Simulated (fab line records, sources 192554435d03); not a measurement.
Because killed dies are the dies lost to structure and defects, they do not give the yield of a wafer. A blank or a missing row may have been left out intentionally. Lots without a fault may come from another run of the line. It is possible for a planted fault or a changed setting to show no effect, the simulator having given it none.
Struck lot and sound lot, side by side -- flow n5-finfet -- 38 steps out of a route of 1938
Sound: the wafers L279.2, L279.5, L279.6. Wafers L271.3, L271.4 were the ones struck. The cause is given at the end.
For every step that has rows: the tool of each side, followed by ch and its chambers, followed by its first start. Under that, the readings that differ: sound wafers -- struck wafers -- difference of the means -- sigmas: that difference in standard deviations of wafers without a fault.
alike: readings whose means differ by less than 2 such deviations, and words and numbers that are the same on both sides. not compared: withheld readings, readings that some wafer has no value for, bounds like >300 that may hide the same value, and numbers for which the record gives no deviation and whose values overlap.
Wherever a step has rows on one side only, a row that says differs or no value, or a row with sigmas, the two part there. When numbers do not overlap yet have no deviation, they are printed without sigmas and do not part them. Lack of a reading on every wafer of one side parts them only where that side has two or more wafers.

first, 11 steps without rows for these wafers: N5_WELL_APT_RTA_34 (time 10 s); N5_WELL_APT_OXIDE_STRIP_42 (strips SiO2 in dHF, time 45 s, target depth 12 nm); N5_WELL_APT_PRECLEAN_36 (cleans in O3/DIW, time 45 s); N5_WELL_APT_PRECLEAN_39 (cleans in dHF, time 60 s); N5_WELL_APT_SRD_37 (time 30 s); N5_WELL_APT_EPI_41 (deposits Si from SiH4/H2, target thk 50 nm, time 297.7 s); N5_PMOS_HMC_CHANNEL_EPI_HM_DEP_34 (deposits SiO2 from TEOS/O2, target thk 36 nm, time 6.9 s); N5_PMOS_HMC_CHANNEL_EPI_COAT_31 (time 60 s, resist thk 66 nm); N5_PMOS_HMC_CHANNEL_EPI_COAT_03 (resist thk 205 nm); N5_PMOS_HMC_CHANNEL_EPI_EBR_05; N5_PMOS_HMC_CHANNEL_EPI_SOFTBAKE_04 (time 60 s).
N5_PMOS_HMC_CHANNEL_EPI_EXPOSE_06: exposes mask PMOS HMC BLK, target cd 240 nm.
  sound on arfi-scanner-02 ch 0, day 7 05:23; struck on arfi-scanner-01 ch 0, day 5 05:04
  alike: mask
then, 2 steps without rows for these wafers: N5_PMOS_HMC_CHANNEL_EPI_PEB_07 (peb time 60 s); N5_PMOS_HMC_CHANNEL_EPI_DEVELOP_08 (develop time 30 s).
N5_PMOS_HMC_CHANNEL_EPI_CD_MEAS_09: target cd 237.4 nm.
  sound on cd-sem-01 ch 0, day 7 05:30; struck on cd-sem-01 ch 0, day 5 05:11
reading,sound,struck,difference,sigmas
cd-nm (nm),237.0 237.4 238.4,283.0 281.8,+44.8,+54
N5_PMOS_HMC_CHANNEL_EPI_DESCUM_14: chemistry O2, time 7.9 s.
  sound on rie-diel-06 ch 1,3, day 7 05:44; struck on rie-diel-04 ch 1,3, day 5 05:35
reading,sound,struck,difference,sigmas
model.PMOS_HMC_CHANNEL_EPI.cd-nm (nm),237 237.6 238.4,283.1 281.9,+44.8,
  alike: drypump-motor-current-A, oes-product-au, rf-vpp-V, showerhead-plenum-p-Torr, throttle-valve-pct
  not compared: rf-hours-counter-h
then, 5 steps without rows for these wafers: N5_PMOS_HMC_CHANNEL_EPI_ETCH_32 (etches BARC in N2/H2, stops on SiO2, target depth 85.8 nm, time 50.3 s); N5_PMOS_HMC_CHANNEL_EPI_HM_OPEN_15 (chemistry CHF3/O2, target SiO2, target depth 40.6 nm, time 20.3 s); N5_PMOS_HMC_CHANNEL_EPI_STRIP_33 (strips in N2/H2); N5_PMOS_HMC_CHANNEL_EPI_STRIP_17 (strips in SPM, time 750 s); N5_PMOS_HMC_CHANNEL_EPI_ETCH_38 (etches SiO2 in CF4, target depth 1.5 nm).
N5_PMOS_HMC_CHANNEL_EPI_FIN_RECESS_16: chemistry HBr/Cl2, target Si, target depth 54 nm, time 18 s.
  sound on rie-si-02 ch 1,2, day 7 06:12; struck on rie-si-03 ch 1,3, day 5 06:02
reading,sound,struck,difference,sigmas
model.PMOS_HMC_CHANNEL_EPI.cd-nm (nm),238.6 239.3 240.9,285.6 284.9,+45.7,
  alike: drypump-motor-current-A, he-backside-leak-sccm, oes-product-au, throttle-valve-pct
  not compared: rf-hours-counter-h
then, 14 steps without rows for these wafers: N5_PMOS_HMC_CHANNEL_EPI_PRECLEAN_36 (cleans in O3/DIW, time 45 s); N5_PMOS_HMC_CHANNEL_EPI_PRECLEAN_18 (cleans in DHF, time 30 s); N5_PMOS_HMC_CHANNEL_EPI_SRD_19 (time 30 s); N5_PMOS_HMC_CHANNEL_EPI_EPI_20 (deposits SiGe30, target thk 59 nm); N5_PMOS_HMC_CHANNEL_EPI_HM_STRIP_35 (strips SiO2 in dHF, material SiO2, target depth 39.6 nm, time 216 s); N5_PMOS_HMC_CHANNEL_EPI_SRD_39 (time 30 s); N5_PMOS_HMC_CHANNEL_EPI_CMP_21 (polishes SiGe30, target thk 54 nm); N5_PMOS_HMC_CHANNEL_EPI_PRECLEAN_40 (cleans in DHF, time 30 s); N5_PMOS_HMC_CHANNEL_EPI_PRECLEAN_37 (cleans in O3/DIW, time 45 s); N5_PMOS_HMC_CHANNEL_EPI_PRECLEAN_24 (cleans in DHF, time 30 s); N5_PMOS_HMC_CHANNEL_EPI_SRD_25 (time 30 s); N5_PMOS_HMC_CHANNEL_EPI_EPI_26 (deposits Si from SiH4/H2, target thk 3.8 nm, time 22.7 s); N5_FIN_SAQP_PRECLEAN_42 (cleans in O3/DIW, time 60 s); N5_FIN_SAQP_PRECLEAN_00 (cleans in SC1, time 60 s).
N5_BEOL_M4_RC_MEAS_101:
  the record has rows for the sound wafers here (prober-02 ch 0, day 14 15:51) and none for the struck ones
-- record jumps: 12 days separate the struck wafers' starts on either side; left off in module BEOL_M4, taken up again in module PASSIVATION, whose first shown step is the route's number 1936 --
N5_PASSIVATION_PROBE_49:
  record: rows for the struck wafers here (prober-01, day 17 08:34), none for the sound ones

== WHERE THEY PART ==
Earliest at N5_PMOS_HMC_CHANNEL_EPI_CD_MEAS_09; latest, in this record, at N5_PASSIVATION_PROBE_49.

WHY: what the simulator had put in
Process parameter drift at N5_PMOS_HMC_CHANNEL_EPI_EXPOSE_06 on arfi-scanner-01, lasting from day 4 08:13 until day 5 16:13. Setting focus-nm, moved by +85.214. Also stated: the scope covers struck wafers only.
